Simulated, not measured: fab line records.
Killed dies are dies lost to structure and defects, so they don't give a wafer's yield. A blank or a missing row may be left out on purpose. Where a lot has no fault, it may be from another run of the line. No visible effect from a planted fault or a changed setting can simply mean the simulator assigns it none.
The tool behind it: which one? -- flow nand_harc -- 36 wafers from 12 lots sampled at 5 of the route's 1302 steps

== WHAT THE GAUGES READ, wafer by wafer ==
NHARC_THIN_TSV_CD_MEAS_37. Usual: 4999.8 nm for cd_nm, sd 2.2.
lot,measured,on,cd_nm (nm),flag
L452,day 24 16:39,cd_sem-03,5001.0 5002.3 5002.7,
L453,day 24 22:48,cd_sem-02,5003.2 5004.3 5004.3,
L455,day 26 18:15,cd_sem-03,4999.3 4999.5 4999.6,
L458,day 26 21:08,cd_sem-01,4998.2 5002.1 5000.0,
L460,day 27 14:43,cd_sem-01,5000.5 4996.9 4999.6,
L461,day 28 14:05,cd_sem-02,4999.5 4999.3 4998.7,
L467,day 30 08:31,cd_sem-01,4998.3 4996.6 4997.3,
L470,day 32 11:17,cd_sem-02,4999.3 4998.1 4997.7,
L472,day 32 19:08,cd_sem-01,4999.5 4999.2 4998.2,
L471,day 32 20:16,cd_sem-01,4995.4 4998.3 4999.3,
L473,day 33 01:17,cd_sem-03,5002.0 5000.6 5000.4,
L474,day 33 21:38,cd_sem-01,4999.9 5003.4 5001.2,

NHARC_END_SORT_01. Usual: defect_limited_yield 91.4 %, standard deviation 2.9; killed_at_array 54, standard deviation 20; killed_at_other 0.9, standard deviation 1.1; killed_at_periphery 3.8, standard deviation 2.4; killed_dies 58, standard deviation 20; killed_open 3.5, standard deviation 1.9; killed_short 2.5, standard deviation 1.6; sort_bin_2_pct 3.1 %, standard deviation 1.2; sort_bin_3_pct 0.6 %, standard deviation 0.39; sort_bin_4_pct 4.9 %, standard deviation 1.7; sort_n_pass 619, standard deviation 20; sort_rim_yield_pct 91 %, standard deviation 4.3; sort_yield_pct 91.4 %, standard deviation 2.9.
lot,measured,on,defect_limited_yield (%),killed_at_array,killed_at_other,killed_at_periphery,killed_dies,killed_open,killed_short,sort_bin_2_pct (%),sort_bin_3_pct (%),sort_bin_4_pct (%),sort_n_pass,sort_rim_yield_pct (%),sort_yield_pct (%),flag
L452,day 25 01:52,prober-02,86.7 87.9 87.9,84 72 76,1 4 0,5 6 6,90 82 82,1 4 5,0 2 0,4.6 3.2 4.4,0.6 0.9 0.4,8.1 8.0 7.2,587 595 595,89 79 94,86.7 87.9 87.9,
L455,day 27 02:41,prober-02,88.5 87.6 89.2,73 78 69,0 2 0,5 4 4,78 84 73,2 3 4,4 3 3,4.3 5.3 3.8,1.0 0.4 1.5,6.2 6.6 5.5,599 593 604,92 87 82,88.5 87.6 89.2,
L458,day 27 09:32,prober-01,93.8 94.4 92.9,35 34 43,0 1 1,7 3 4,42 38 48,6 3 1,2 2 2,2.7 1.5 2.7,0.1 0.6 0.9,3.4 3.5 3.5,635 639 629,85 90 86,93.8 94.4 92.9,
L460,day 27 21:20,prober-01,89.4 90.5 92.5,64 60 46,2 1 2,6 3 3,72 64 51,2 2 5,1 4 1,4.7 1.9 3.2,0.7 0.9 0.1,5.2 6.6 4.1,605 613 626,96 91 92,89.4 90.5 92.5,
L461,day 28 23:00,prober-01,92.3 93.8 94.5,51 38 31,0 0 0,1 4 6,52 42 37,0 5 8,1 1 3,1.8 2.8 2.2,1.2 0.3 0.4,4.7 3.1 2.8,625 635 640,93 91 87,92.3 93.8 94.5,
L471,day 33 09:10,prober-02,90.0 90.7 91.1,65 62 58,1 0 0,2 1 2,68 63 60,4 5 3,1 6 3,3.7 4.1 4.0,0.7 0.6 0.3,5.6 4.6 4.6,609 614 617,94 97 92,90.0 90.7 91.1,

== EACH LOT AND THE TOOL THAT RAN IT (in order: tool; ch and the chambers of the sampled wafers; start) ==
lot,NHARC_THIN_TSV_DEP_43,NHARC_THIN_TSV_ETCH_15,NHARC_THIN_TSV_ANNEAL_58
L452,"pecvd-01 ch 0,2, day 24 08:05","rie_si-01 ch 0,2,3, day 24 09:47","furnace-01 ch 0, day 24 19:48"
L453,"pecvd-01 ch 0,1,2, day 24 13:58","rie_si-01 ch 0,1, day 24 15:55","furnace-05 ch 0, day 25 01:52"
L455,"pecvd-03 ch 0,2, day 26 08:46","rie_si-03 ch 0,1,3, day 26 10:16","furnace-05 ch 0, day 26 20:02"
L458,"pecvd-02 ch 0,1, day 26 13:04","rie_si-03 ch 0,2,3, day 26 14:45","furnace-05 ch 0, day 27 02:17"
L460,"pecvd-01 ch 0,1, day 27 06:38","rie_si-03 ch 0,1,3, day 27 08:09","furnace-02 ch 0, day 27 16:50"
L461,"pecvd-02 ch 0,1, day 28 05:52","rie_si-01 ch 0,1,2, day 28 07:31","furnace-05 ch 0, day 28 17:41"
L467,"pecvd-02 ch 0,1, day 29 23:10","rie_si-05 ch 0,1,3, day 30 00:49","furnace-05 ch 0, day 30 11:35"
L470,"pecvd-02 ch 1,2, day 32 03:01","rie_si-01 ch 0,2,3, day 32 04:28","furnace-01 ch 0, day 32 14:18"
L472,"pecvd-02 ch 1,2, day 32 10:58","rie_si-05 ch 2,3, day 32 12:37","furnace-05 ch 0, day 32 22:13"
L471,"pecvd-02 ch 0,1,2, day 32 12:14","rie_si-05 ch 1,3, day 32 13:49","furnace-05 ch 0, day 32 22:13"
L473,"pecvd-01 ch 0,1,2, day 32 17:14","rie_si-01 ch 0,1,3, day 32 18:53","furnace-02 ch 0, day 33 07:29"
L474,"pecvd-01 ch 1,2, day 33 13:18","rie_si-01 ch 0,1,2, day 33 14:52","furnace-05 ch 0, day 34 00:43"
- NHARC_THIN_TSV_DEP_43: deposits SiO2, target thk 1328.5 nm.
- NHARC_THIN_TSV_ETCH_15: target depth 3000 nm, bosch target overetch cycles 2, bosch etch step 2.8 s.
- NHARC_THIN_TSV_ANNEAL_58: time 1800 s.

== AS READ BY THE TOOLS THEMSELVES (means over the sampled wafers that have a number; for cases with no such wafer, the mark the record gives instead) ==
NHARC_THIN_TSV_DEP_43. Usual: 16.0 % for throttle_valve_pct, sd 0.59.
lot,tool,throttle_valve_pct (%),flag
L452,pecvd-01,16.1,
L453,pecvd-01,16.3,
L455,pecvd-03,16.3,
L458,pecvd-02,16.2,
L460,pecvd-01,16.4,
L461,pecvd-02,16.4,
L467,pecvd-02,16.4,
L470,pecvd-02,16.4,
L472,pecvd-02,15.7,
L471,pecvd-02,16.0,
L473,pecvd-01,15.9,
L474,pecvd-01,16.0,

NHARC_THIN_TSV_ETCH_15. Usual: 5.8 A for drypump_motor_current_A, sd 0.42.
lot,tool,drypump_motor_current_A (A),flag
L452,rie_si-01,6.0,
L453,rie_si-01,5.8,
L455,rie_si-03,5.5,
L458,rie_si-03,5.9,
L460,rie_si-03,5.5,
L461,rie_si-01,5.8,
L467,rie_si-05,5.5,
L470,rie_si-01,6.0,
L472,rie_si-05,5.9,
L471,rie_si-05,5.5,
L473,rie_si-01,5.9,
L474,rie_si-01,5.9,

NHARC_THIN_TSV_ANNEAL_58. Usual: spike_tc_bottom_C 424.3 C, standard deviation 1.7; spike_tc_centre_C 399.8 C, standard deviation 1.4; spike_tc_lower_C 398.8 C, standard deviation 1.3; spike_tc_top_C 427.8 C, standard deviation 1.2; spike_tc_upper_C 399.7 C, standard deviation 2.2; zone_power_top_pct 10.45 %, standard deviation 0.14.
lot,tool,spike_tc_bottom_C (C),spike_tc_centre_C (C),spike_tc_lower_C (C),spike_tc_top_C (C),spike_tc_upper_C (C),zone_power_top_pct (%),flag
L452,furnace-01,425.2,400.3,399.9,426.5,399.3,10.41,
L453,furnace-05,422.9,399.8,397.9,428.1,401.9,10.45,
L455,furnace-05,422.6,398.7,397.5,428.6,401.1,10.30,
L458,furnace-05,423.6,397.9,398.3,427.4,401.5,10.47,
L460,furnace-02,425.3,400.0,400.2,428.0,398.5,10.58,
L461,furnace-05,449.3,424.9,425.6,454.5,429.0,11.30,OFF
L467,furnace-05,450.0,426.0,424.8,455.2,429.4,11.30,OFF
L470,furnace-01,425.3,400.9,399.1,426.1,400.3,10.28,
L472,furnace-05,423.2,398.7,398.1,428.3,402.4,10.41,
L471,furnace-05,422.5,398.0,398.1,427.6,401.2,10.41,
L473,furnace-02,425.2,399.8,398.9,428.8,398.0,10.67,
L474,furnace-05,422.7,399.4,396.4,427.3,401.9,10.33,

== THE ANSWER, worked out from the rows above alone ==
Rule: lot off if the mean of its wafers having a number is beyond 3 standard deviations from the usual mean. A lot without any number at a reading at which 4 lots or more have one is off too. All remaining lots with rows at the step are treated as sound. After the gauges, taken in route order, come the tools' own readings; for these a lot's mean is taken, as printed above. The first step at which some lot is off is used, and at that step the reading that is off furthest; a lot without a number counts as furthest.
Off: L461, L467, at NHARC_THIN_TSV_ANNEAL_58 (spike_tc_top_C).
If a tool, at that step or one of the process steps before it, ran each lot that is off and ran no sound lot following the first of them, it fits. No candidate that was tried fits.

== WHAT THE SIMULATOR HAD PUT IN ==
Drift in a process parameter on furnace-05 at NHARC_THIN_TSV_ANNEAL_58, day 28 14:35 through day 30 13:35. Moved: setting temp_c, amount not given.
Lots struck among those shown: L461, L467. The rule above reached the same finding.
